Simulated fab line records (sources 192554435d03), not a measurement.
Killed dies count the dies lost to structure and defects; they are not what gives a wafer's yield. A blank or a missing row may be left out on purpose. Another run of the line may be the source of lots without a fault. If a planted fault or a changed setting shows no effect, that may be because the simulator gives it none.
The tool behind it: which one?	flow n5Finfet	24 lots, 72 wafers sampled, at 6 steps of a route of 1938

WHAT THE GAUGES SHOWED, per wafer
N5_BEOL_M13_CD_MEAS_10: the cd target is 190 nm. Usual: 191.1 nm for cdNm, sd 1.4.
lot	measured	on	cdNm (nm)	flag
L074	day 11 12:25	cdSem-03	192.0 190.5 189.5	
L076	day 11 14:13	cdSem-03	190.9 191.1 191.4	
L075	day 12 02:02	cdSem-03	190.3 190.9 191.2	
L077	day 12 02:17	cdSem-01	192.0 191.2 192.4	
L078	day 12 04:17	cdSem-01	189.1 189.4 190.6	
L080	day 12 16:45	cdSem-03	192.1 194.6 189.8	
L079	day 12 17:32	cdSem-01	193.3 191.1 193.9	
L082	day 13 00:10	cdSem-03	191.1 190.3 191.4	
L083	day 13 06:21	cdSem-03	190.9 193.9 190.4	
L081	day 13 06:38	cdSem-03	191.4 191.0 192.4	
L084	day 13 12:59	cdSem-03	187.8 189.6 191.4	
L085	day 14 07:01	cdSem-02	190.6 187.8 187.5	
L087	day 14 12:43	cdSem-02	190.1 192.3 191.2	
L086	day 14 12:55	cdSem-01	190.5 189.2 191.2	
L089	day 14 19:22	cdSem-03	191.3 192.0 191.5	
L090	day 15 02:43	cdSem-03	191.6 192.5 188.3	
L088	day 15 03:47	cdSem-01	190.7 190.7 190.8	
L091	day 15 04:21	cdSem-02	190.0 191.4 191.5	
L092	day 15 13:29	cdSem-01	191.5 192.2 191.9	
L093	day 16 07:10	cdSem-03	191.6 193.4 189.3	
L095	day 16 08:43	cdSem-02	192.0 193.5 191.3	
L096	day 16 14:14	cdSem-02	193.1 192.6 193.4	
L094	day 16 18:21	cdSem-03	193.7 191.6 190.8	
L097	day 16 19:25	cdSem-01	191.5 191.8 191.2	

N5_BEOL_M13_CD_MEAS_17: the cd target is 190 nm. Usual: 191.9 nm for cdNm, sd 1.9.
lot	measured	on	cdNm (nm)	flag
L074	day 11 13:23	cdSem-02	193.0 191.8 191.9	
L076	day 11 14:50	cdSem-02	191.4 192.3 191.1	
L075	day 12 02:39	cdSem-02	191.7 192.0 189.5	
L077	day 12 02:57	cdSem-03	193.6 192.4 191.7	
L078	day 12 06:29	cdSem-02	191.5 188.2 188.0	
L080	day 12 17:32	cdSem-03	194.8 197.7 190.6	
L079	day 12 18:13	cdSem-03	195.3 191.7 194.8	
L082	day 13 00:47	cdSem-03	191.4 190.0 193.3	
L083	day 13 06:59	cdSem-03	190.0 193.4 189.0	
L081	day 13 07:17	cdSem-03	194.0 194.2 192.8	
L084	day 13 13:47	cdSem-03	190.7 189.0 193.5	
L085	day 14 07:55	cdSem-02	192.9 189.4 190.7	
L087	day 14 13:20	cdSem-01	189.1 191.7 191.2	
L086	day 14 13:32	cdSem-01	189.9 190.6 191.8	
L089	day 14 19:59	cdSem-02	192.2 193.0 193.2	
L090	day 15 03:22	cdSem-03	194.5 194.7 190.5	
L088	day 15 04:24	cdSem-03	191.4 190.0 191.9	
L091	day 15 04:58	cdSem-02	188.7 189.3 193.6	
L092	day 15 14:06	cdSem-02	192.7 189.5 190.7	
L093	day 16 07:47	cdSem-01	191.9 192.0 191.6	
L095	day 16 09:20	cdSem-03	191.6 194.3 191.3	
L096	day 16 14:51	cdSem-02	191.8 190.7 194.7	
L094	day 16 18:58	cdSem-01	194.2 193.9 192.2	
L097	day 16 20:05	cdSem-02	194.5 191.7 191.6	

N5_BEOL_M14_INSPECT_12: inspects for defects (macro). Usual: 2.2 for rawDefectCount, sd 1.5.
lot	measured	on	rawDefectCount	flag
L074	day 11 17:56	defectInspect-02	2 1 2	
L076	day 11 20:47	defectInspect-01	0 2 1	
L075	day 12 06:30	defectInspect-01	1 1 1	
L077	day 12 06:54	defectInspect-01	2 0 2	
L078	day 12 15:54	defectInspect-02	1 1 3	
L080	day 12 23:41	defectInspect-01	2 3 2	
L079	day 13 05:12	defectInspect-01	2 3 6	
L082	day 13 05:14	defectInspect-02	3 5 1	
L083	day 13 12:08	defectInspect-02	2 2 5	
L081	day 13 14:40	defectInspect-02	4 1 2	
L084	day 13 18:45	defectInspect-01	2 1 0	
L085	day 14 12:29	defectInspect-02	0 1 2	
L087	day 14 17:16	defectInspect-01	3 4 2	
L086	day 14 17:38	defectInspect-02	2 5 4	
L089	day 15 02:39	defectInspect-01	2 3 1	
L090	day 15 13:24	defectInspect-02	0 1 6	
L088	day 15 14:14	defectInspect-02	1 1 3	
L091	day 15 14:25	defectInspect-01	2 1 2	
L092	day 15 23:30	defectInspect-01	3 4 1	
L093	day 16 13:46	defectInspect-02	3 1 2	
L095	day 16 14:47	defectInspect-01	3 4 1	
L096	day 16 19:14	defectInspect-01	2 4 6	
L094	day 16 22:20	defectInspect-02	0 3 4	
L097	day 17 00:26	defectInspect-02	2 1 3	

EACH LOT AND THE TOOL THAT RAN IT (in order: tool; ch and the chambers of the sampled wafers; start)
lot	N5_BEOL_M13_STRIP_37	N5_BEOL_M13_ETCH_38	N5_BEOL_M13_DEGAS_41
L074	plasmaAsher-01 ch 0,1, day 11 14:32	rieDiel-05 ch 0,1, day 11 15:37	pvdSputter-01, day 11 15:58
L076	plasmaAsher-01 ch 0,1, day 11 16:13	rieDiel-06 ch 0,1,2, day 11 18:24	pvdSputter-01, day 11 18:49
L075	plasmaAsher-01 ch 0,1, day 12 04:08	rieDiel-06 ch 0,3, day 12 04:24	pvdSputter-02, day 12 04:39
L077	plasmaAsher-01 ch 0,1, day 12 04:28	rieDiel-05 ch 1,2,3, day 12 04:41	pvdSputter-03, day 12 04:52
L078	plasmaAsher-01 ch 0,1, day 12 09:17	rieDiel-06 ch 0,1,3, day 12 13:25	pvdSputter-03, day 12 13:56
L080	plasmaAsher-01 ch 0,1, day 12 18:50	rieDiel-06 ch 0,3, day 12 21:28	pvdSputter-02, day 12 21:48
L079	plasmaAsher-01 ch 0,1, day 12 19:21	rieDiel-02 ch 0,3, day 12 21:29	pvdSputter-01, day 12 21:54
L082	plasmaAsher-02 ch 0,1, day 13 01:56	rieDiel-06 ch 0,2,3, day 13 02:20	pvdSputter-01, day 13 03:12
L083	plasmaAsher-02 ch 0, day 13 08:09	rieDiel-02 ch 0,1,3, day 13 09:25	pvdSputter-03, day 13 10:13
L081	plasmaAsher-01 ch 0,1, day 13 08:20	rieDiel-02 ch 0,3, day 13 12:02	pvdSputter-03, day 13 12:38
L084	plasmaAsher-02 ch 0,1, day 13 14:58	rieDiel-05 ch 1,3, day 13 16:29	pvdSputter-01, day 13 16:53
L085	plasmaAsher-01 ch 0,1, day 14 09:05	rieDiel-02 ch 0,3, day 14 10:02	pvdSputter-02, day 14 10:30
L087	plasmaAsher-01 ch 0,1, day 14 14:22	rieDiel-05 ch 0,2,3, day 14 15:05	pvdSputter-03, day 14 15:25
L086	plasmaAsher-02 ch 0,1, day 14 14:43	rieDiel-02 ch 0,2,3, day 14 15:07	pvdSputter-01, day 14 15:40
L089	plasmaAsher-01 ch 0,1, day 14 21:09	rieDiel-02 ch 0,1,2, day 15 00:17	pvdSputter-03, day 15 00:46
L090	plasmaAsher-01 ch 0,1, day 15 04:35	rieDiel-05 ch 2,3, day 15 11:07	pvdSputter-01, day 15 11:31
L088	plasmaAsher-01 ch 0,1, day 15 05:33	rieDiel-05 ch 0,2,3, day 15 11:26	pvdSputter-02, day 15 11:54
L091	plasmaAsher-01 ch 0,1, day 15 06:24	rieDiel-06 ch 0,1,3, day 15 11:31	pvdSputter-01, day 15 11:55
L092	plasmaAsher-02 ch 0,1, day 15 15:16	rieDiel-05 ch 0,2,3, day 15 21:16	pvdSputter-01, day 15 21:35
L093	plasmaAsher-01 ch 0,1, day 16 09:11	rieDiel-06 ch 1,2, day 16 09:19	pvdSputter-03, day 16 11:29
L095	plasmaAsher-02 ch 0, day 16 10:40	rieDiel-06 ch 1,2,3, day 16 12:25	pvdSputter-01, day 16 12:49
L096	plasmaAsher-02 ch 0,1, day 16 15:53	rieDiel-05 ch 2,3, day 16 16:34	pvdSputter-03, day 16 17:07
L094	plasmaAsher-02 ch 0,1, day 16 20:10	rieDiel-05 ch 2,3, day 16 20:17	pvdSputter-01, day 16 20:29
L097	plasmaAsher-01 ch 0,1, day 16 21:34	rieDiel-02 ch 0,1,2, day 16 21:41	pvdSputter-02, day 16 22:16
- N5_BEOL_M13_STRIP_37: strips in N2/H2.
- N5_BEOL_M13_ETCH_38: etches SiCN in CF4/N2, target depth 67.5 nm, time 71.9 s.
- N5_BEOL_M13_DEGAS_41: time 60 s.

AS READ BY THE TOOLS THEMSELVES (means over the sampled wafers that have a number; for cases with no such wafer, the mark the record gives instead)
N5_BEOL_M13_STRIP_37. Usual: drypumpMotorCurrentA 6.0 A, standard deviation 0.5; h2FlowSccm 3249 sccm, standard deviation 9.5; heaterPowerW 373 W, standard deviation 24; oesProductAu 0.784 a.u., standard deviation 0.011.
lot	tool	drypumpMotorCurrentA (A)	h2FlowSccm (sccm)	heaterPowerW (W)	oesProductAu (a.u.)	flag
L074	plasmaAsher-01	6.2	3245	380	0.779	
L076	plasmaAsher-01	6.3	3238	383	0.783	
L075	plasmaAsher-01	6.3	3253	393	0.782	
L077	plasmaAsher-01	6.4	3253	390	0.777	
L078	plasmaAsher-01	6.2	3255	374	0.791	
L080	plasmaAsher-01	6.3	3245	393	0.776	
L079	plasmaAsher-01	6.3	3251	392	0.770	
L082	plasmaAsher-02	5.3	3242	352	0.782	
L083	plasmaAsher-02	5.0	3251	364	0.794	
L081	plasmaAsher-01	6.2	3253	377	0.778	
L084	plasmaAsher-02	5.6	3249	341	0.781	
L085	plasmaAsher-01	6.2	3248	380	0.784	
L087	plasmaAsher-01	6.1	3255	381	0.791	
L086	plasmaAsher-02	5.3	3251	353	0.779	
L089	plasmaAsher-01	6.2	3248	385	0.787	
L090	plasmaAsher-01	6.4	3240	395	0.784	
L088	plasmaAsher-01	6.4	3254	390	0.786	
L091	plasmaAsher-01	6.4	3236	391	0.777	
L092	plasmaAsher-02	5.5	3253	343	0.782	
L093	plasmaAsher-01	6.3	3259	386	0.785	
L095	plasmaAsher-02	5.0	3252	362	0.775	
L096	plasmaAsher-02	5.5	3247	345	0.780	
L094	plasmaAsher-02	5.2	3243	354	0.777	
L097	plasmaAsher-01	6.2	3258	378	0.785	

N5_BEOL_M13_ETCH_38. Usual: drypumpMotorCurrentA 5.9 A, standard deviation 0.36; oesProductAu 0.78 a.u., standard deviation 0.09; rfVppV 381.6 V, standard deviation 2.6; showerheadPlenumPTorr 2.18 Torr, standard deviation 0.1; throttleValvePct 15.43 %, standard deviation 0.29.
lot	tool	drypumpMotorCurrentA (A)	oesProductAu (a.u.)	rfVppV (V)	showerheadPlenumPTorr (Torr)	throttleValvePct (%)	flag
L074	rieDiel-05	5.5	0.83	380.5	2.13	15.38	
L076	rieDiel-06	5.9	0.75	382.3	2.20	15.51	
L075	rieDiel-06	6.3	0.85	382.1	2.20	15.22	
L077	rieDiel-05	5.8	0.72	380.0	2.14	15.66	
L078	rieDiel-06	6.2	0.80	380.2	2.15	15.37	
L080	rieDiel-06	6.4	0.84	382.7	2.20	15.23	
L079	rieDiel-02	5.9	0.79	381.3	2.16	15.35	
L082	rieDiel-06	6.1	0.81	382.9	2.22	15.23	
L083	rieDiel-02	5.8	0.75	380.6	2.13	15.42	
L081	rieDiel-02	5.9	0.79	380.8	2.15	15.36	
L084	rieDiel-05	5.7	0.70	381.4	2.16	15.94	
L085	rieDiel-02	5.5	0.76	381.2	2.16	15.45	
L087	rieDiel-05	5.8	0.77	380.4	2.15	15.42	
L086	rieDiel-02	5.7	0.78	382.0	2.21	15.44	
L089	rieDiel-02	5.6	0.74	382.1	2.19	15.53	
L090	rieDiel-05	6.0	0.71	380.5	2.11	15.48	
L088	rieDiel-05	5.8	0.76	380.9	2.15	15.43	
L091	rieDiel-06	6.1	0.88	383.3	2.23	15.23	
L092	rieDiel-05	5.8	0.76	380.9	2.15	15.44	
L093	rieDiel-06	5.7	0.86	385.1	2.33	15.35	
L095	rieDiel-06	5.9	0.83	383.4	2.26	15.23	
L096	rieDiel-05	6.0	0.70	381.5	2.19	15.71	
L094	rieDiel-05	6.0	0.71	379.3	2.10	15.49	
L097	rieDiel-02	5.6	0.83	384.3	2.28	15.39	

N5_BEOL_M13_DEGAS_41. Usual: 329 W for heaterPowerW, sd 39.
lot	tool	heaterPowerW (W)	flag
L074	pvdSputter-01	315	
L076	pvdSputter-01	296	
L075	pvdSputter-02	331	
L077	pvdSputter-03	333	
L078	pvdSputter-03	359	
L080	pvdSputter-02	314	
L079	pvdSputter-01	319	
L082	pvdSputter-01	287	
L083	pvdSputter-03	356	
L081	pvdSputter-03	390	
L084	pvdSputter-01	344	
L085	pvdSputter-02	318	
L087	pvdSputter-03	371	
L086	pvdSputter-01	318	
L089	pvdSputter-03	362	
L090	pvdSputter-01	315	
L088	pvdSputter-02	327	
L091	pvdSputter-01	287	
L092	pvdSputter-01	316	
L093	pvdSputter-03	352	
L095	pvdSputter-01	289	
L096	pvdSputter-03	360	
L094	pvdSputter-01	291	
L097	pvdSputter-02	312	

THE ANSWER, worked out from the rows above alone
Rule: take the mean of a lot's wafers that have a number; if it is more than 3 standard deviations from the usual mean, the lot is off. Also off: a lot with no number at a reading for which 4 or more lots have one. All remaining lots with rows at the step are treated as sound. The gauges are gone through in route order, then the tools' own readings, and for those a lot's mean is taken as printed above. The first step at which some lot is off is used, and at that step the reading that is off furthest; a lot without a number counts as furthest.
Nothing can be told from this: no lot is off at any reading shown.

WHAT THE SIMULATOR HAD INSERTED
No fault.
